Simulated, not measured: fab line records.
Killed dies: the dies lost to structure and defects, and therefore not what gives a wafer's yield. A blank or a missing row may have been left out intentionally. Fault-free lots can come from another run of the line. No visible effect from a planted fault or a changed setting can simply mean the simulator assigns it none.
Chamber matching -- flow n5-finfet -- N5_BEOL_M4_ALD_98 on ald-sin-02 has 4 sister chambers
The step deposits SiO2, target thk 2.5 nm, pulse time 1 s, co reactant pulse time 1 s. 4 wafers are shown with their chamber, then 9 later ones without.

== WAFERS WITH THEIR CHAMBER ==
wafer,chamber,heater-power-w (W)
L089.6,3,74
L090.1,2,58
L090.5,1,81
L090.6,0,73

== WAFERS MISSING THEIR CHAMBER ==
wafer,heater-power-w (W)
L092.2,75
L092.5,74
L092.6,78
L093.3,75
L093.4,70
L093.5,80
L094.4,57
L094.5,70
L094.6,75

== EACH ONE'S CHAMBER ==
wafer,from the rows above,in truth
L092.2,can't be placed: 3 or 0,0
L092.5,can't be placed: 3 or 0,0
L092.6,can't be placed: 1 or 3 or 0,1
L093.3,can't be placed: 3 or 0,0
L093.4,can't be placed: 0 or 3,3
L093.5,1,1
L094.4,2,2
L094.5,can't be placed: 0 or 3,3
L094.6,can't be placed: 3 or 0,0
Correct placement for 2 of the 9. From these rows, 7 cannot be placed; in 7 the true chamber is one of the candidates. 0 placed wrongly.
How it was worked out, from the rows above alone: a wafer's distance from a chamber is the root of the sum, over the readings, of the square of ((its reading less the chamber's mean) divided by the reading's scatter). The wafer belongs to the nearest chamber; if the next one is less than 2 further off, it can't be placed. For every chamber, the mean is computed from those of its wafers that are shown. The scatter: with one shown wafer a chamber, the root of the mean of the squares of how far each hidden wafer lies from its nearest shown one.
